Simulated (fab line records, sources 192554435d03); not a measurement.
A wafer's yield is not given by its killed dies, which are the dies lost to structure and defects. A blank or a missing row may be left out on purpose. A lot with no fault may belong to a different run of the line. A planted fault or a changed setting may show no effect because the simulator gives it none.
Which tool did it? :: flow n5_finfet :: 69 wafers from 23 lots sampled at 2 of the route's 1938 steps

== WHAT THE GAUGES SHOWED, per wafer ==
N5_DUMMY_GATE_CD_MEAS_15 targets a cd of 25.8 nm.
lot: L074
measured: day 2 21:56
on: cd_sem-02
cd_nm (nm): 24.85 25.21 24.92

lot: L075
measured: day 3 05:19
on: cd_sem-03
cd_nm (nm): 25.21 25.60 25.32

lot: L076
measured: day 3 10:48
on: cd_sem-03
cd_nm (nm): 25.16 25.13 25.49

lot: L077
measured: day 3 19:56
on: cd_sem-01
cd_nm (nm): 25.22 25.24 25.29

lot: L078
measured: day 4 02:36
on: cd_sem-03
cd_nm (nm): 25.16 24.57 24.97

lot: L079
measured: day 4 04:00
on: cd_sem-03
cd_nm (nm): 25.20 25.07 25.04

lot: L080
measured: day 4 10:31
on: cd_sem-02
cd_nm (nm): 24.98 25.33 25.32

lot: L082
measured: day 5 04:32
on: cd_sem-01
cd_nm (nm): 24.79 25.25 25.04

lot: L081
measured: day 5 00:30
on: cd_sem-01
cd_nm (nm): 25.09 25.05 25.54

lot: L083
measured: day 5 07:06
on: cd_sem-03
cd_nm (nm): 25.13 25.20 25.21

lot: L084
measured: day 5 12:28
on: cd_sem-01
cd_nm (nm): 25.51 25.11 25.24

lot: L085
measured: day 5 23:22
on: cd_sem-01
cd_nm (nm): 25.00 25.30 25.20

lot: L086
measured: day 6 07:22
on: cd_sem-02
cd_nm (nm): 24.80 25.43 25.02

lot: L087
measured: day 6 11:08
on: cd_sem-01
cd_nm (nm): 25.39 25.32 25.40

lot: L088
measured: day 6 13:59
on: cd_sem-02
cd_nm (nm): 25.49 25.21 25.28

lot: L090
measured: day 7 01:31
on: cd_sem-01
cd_nm (nm): 25.27 25.30 25.17

lot: L091
measured: day 7 04:59
on: cd_sem-03
cd_nm (nm): 25.03 24.46 24.62

lot: L092
measured: day 7 11:06
on: cd_sem-03
cd_nm (nm): 25.49 25.40 24.86

lot: L093
measured: day 7 17:31
on: cd_sem-01
cd_nm (nm): 24.97 25.17 25.04

lot: L094
measured: day 7 22:43
on: cd_sem-03
cd_nm (nm): 24.96 25.34 25.03

lot: L095
measured: day 8 05:31
on: cd_sem-01
cd_nm (nm): 25.09 25.09 25.06

lot: L096
measured: day 8 14:51
on: cd_sem-02
cd_nm (nm): 25.16 25.22 25.39

lot: L097
measured: day 8 19:22
on: cd_sem-03
cd_nm (nm): 25.53 24.97 24.68

== TOOL THAT RAN EACH LOT (tool first, then ch and the chambers of the sampled wafers, then the start) ==
lot: L074
N5_FIN_SAQP_ETCH_64: rie_si-02 ch 0,2, day 2 02:38

lot: L075
N5_FIN_SAQP_ETCH_64: rie_si-03 ch 0,1,3, day 2 07:55

lot: L076
N5_FIN_SAQP_ETCH_64: rie_si-05 ch 0,1, day 2 14:46

lot: L077
N5_FIN_SAQP_ETCH_64: rie_si-02 ch 0,1,3, day 2 21:29

lot: L078
N5_FIN_SAQP_ETCH_64: rie_si-05 ch 0,1, day 3 03:27

lot: L079
N5_FIN_SAQP_ETCH_64: rie_si-05 ch 1,3, day 3 07:34

lot: L080
N5_FIN_SAQP_ETCH_64: rie_si-05 ch 0,3, day 3 14:28

lot: L082
N5_FIN_SAQP_ETCH_64: rie_si-05 ch 0,1,2, day 4 02:58

lot: L081
N5_FIN_SAQP_ETCH_64: rie_si-03 ch 0,2, day 4 04:39

lot: L083
N5_FIN_SAQP_ETCH_64: rie_si-05 ch 0,2,3, day 4 08:11

lot: L084
N5_FIN_SAQP_ETCH_64: rie_si-03 ch 0,1,2, day 4 13:54

lot: L085
N5_FIN_SAQP_ETCH_64: rie_si-05 ch 1,2,3, day 4 23:25

lot: L086
N5_FIN_SAQP_ETCH_64: rie_si-03 ch 0,3, day 5 11:37

lot: L087
N5_FIN_SAQP_ETCH_64: rie_si-05 ch 1,2,3, day 5 13:05

lot: L088
N5_FIN_SAQP_ETCH_64: rie_si-02 ch 0,2, day 5 15:36

lot: L090
N5_FIN_SAQP_ETCH_64: rie_si-05 ch 1,2, day 6 04:32

lot: L091
N5_FIN_SAQP_ETCH_64: rie_si-02 ch 2,3, day 6 07:56

lot: L092
N5_FIN_SAQP_ETCH_64: rie_si-03 ch 0,1,2, day 6 15:33

lot: L093
N5_FIN_SAQP_ETCH_64: rie_si-03 ch 0,2,3, day 6 21:08

lot: L094
N5_FIN_SAQP_ETCH_64: rie_si-03 ch 1,2,3, day 7 03:05

lot: L095
N5_FIN_SAQP_ETCH_64: rie_si-05 ch 1,2, day 7 10:07

lot: L096
N5_FIN_SAQP_ETCH_64: rie_si-05 ch 0,1,2, day 7 16:55

lot: L097
N5_FIN_SAQP_ETCH_64: rie_si-02 ch 1,3, day 7 23:05
- N5_FIN_SAQP_ETCH_64: etches SiO2 in CF4, target depth 1.5 nm.

== WHAT THE TOOLS THEMSELVES READ (means of the sampled wafers that have a number; where no wafer has one, the mark that the record gives instead) ==
N5_FIN_SAQP_ETCH_64.
lot: L074
tool: rie_si-02
drypump_motor_current_A (A): 5.9
oes_product_au (a.u.): 1.032
throttle_valve_pct (%): 21.31

lot: L075
tool: rie_si-03
drypump_motor_current_A (A): 6.0
oes_product_au (a.u.): 0.996
throttle_valve_pct (%): 21.72

lot: L076
tool: rie_si-05
drypump_motor_current_A (A): 5.5
oes_product_au (a.u.): 1.042
throttle_valve_pct (%): 21.69

lot: L077
tool: rie_si-02
drypump_motor_current_A (A): 5.7
oes_product_au (a.u.): 1.032
throttle_valve_pct (%): 21.47

lot: L078
tool: rie_si-05
drypump_motor_current_A (A): 5.6
oes_product_au (a.u.): 1.049
throttle_valve_pct (%): 21.73

lot: L079
tool: rie_si-05
drypump_motor_current_A (A): 5.2
oes_product_au (a.u.): 1.042
throttle_valve_pct (%): 21.72

lot: L080
tool: rie_si-05
drypump_motor_current_A (A): 5.3
oes_product_au (a.u.): 1.024
throttle_valve_pct (%): 21.66

lot: L082
tool: rie_si-05
drypump_motor_current_A (A): 5.7
oes_product_au (a.u.): 1.026
throttle_valve_pct (%): 21.81

lot: L081
tool: rie_si-03
drypump_motor_current_A (A): 6.2
oes_product_au (a.u.): 1.000
throttle_valve_pct (%): 21.87

lot: L083
tool: rie_si-05
drypump_motor_current_A (A): 5.5
oes_product_au (a.u.): 1.011
throttle_valve_pct (%): 21.80

lot: L084
tool: rie_si-03
drypump_motor_current_A (A): 6.0
oes_product_au (a.u.): 1.002
throttle_valve_pct (%): 21.90

lot: L085
tool: rie_si-05
drypump_motor_current_A (A): 5.6
oes_product_au (a.u.): 1.027
throttle_valve_pct (%): 21.84

lot: L086
tool: rie_si-03
drypump_motor_current_A (A): 6.3
oes_product_au (a.u.): 1.001
throttle_valve_pct (%): 21.52

lot: L087
tool: rie_si-05
drypump_motor_current_A (A): 5.6
oes_product_au (a.u.): 1.026
throttle_valve_pct (%): 21.83

lot: L088
tool: rie_si-02
drypump_motor_current_A (A): 5.9
oes_product_au (a.u.): 1.029
throttle_valve_pct (%): 21.32

lot: L090
tool: rie_si-05
drypump_motor_current_A (A): 5.9
oes_product_au (a.u.): 1.021
throttle_valve_pct (%): 21.95

lot: L091
tool: rie_si-02
drypump_motor_current_A (A): 5.7
oes_product_au (a.u.): 1.011
throttle_valve_pct (%): 21.68

lot: L092
tool: rie_si-03
drypump_motor_current_A (A): 5.9
oes_product_au (a.u.): 0.994
throttle_valve_pct (%): 21.91

lot: L093
tool: rie_si-03
drypump_motor_current_A (A): 6.2
oes_product_au (a.u.): 0.993
throttle_valve_pct (%): 21.70

lot: L094
tool: rie_si-03
drypump_motor_current_A (A): 6.3
oes_product_au (a.u.): 0.989
throttle_valve_pct (%): 21.74

lot: L095
tool: rie_si-05
drypump_motor_current_A (A): 5.8
oes_product_au (a.u.): 1.037
throttle_valve_pct (%): 21.86

lot: L096
tool: rie_si-05
drypump_motor_current_A (A): 5.7
oes_product_au (a.u.): 1.025
throttle_valve_pct (%): 21.82

lot: L097
tool: rie_si-02
drypump_motor_current_A (A): 5.8
oes_product_au (a.u.): 1.015
throttle_valve_pct (%): 21.76

== THE ANSWER, worked out from the rows above alone ==
Rule: usual is defined by the lots themselves. Put in order of their means at a reading, lots are off if they are a third of the lots or fewer, leave a main group of 4 or more, and stand apart from it by a gap of 3 or more times the standard deviation of the main group's means; of several such gaps the widest counts. A main group whose means are all the same, to the digits that the tables above print for the reading, isn't used. Also off: a lot with no number at a reading for which 4 or more lots have one. The other lots that the step has rows for count as sound. The gauges are gone through in route order, then the tools' own readings, and for those a lot's mean is taken as printed above. The first step at which some lot is off is used, and at that step the reading that is off furthest; a lot without a number counts as furthest.
Across all readings shown, no lot is off: no conclusion can be drawn from this.

== WHAT WAS PUT IN BY THE SIMULATOR ==
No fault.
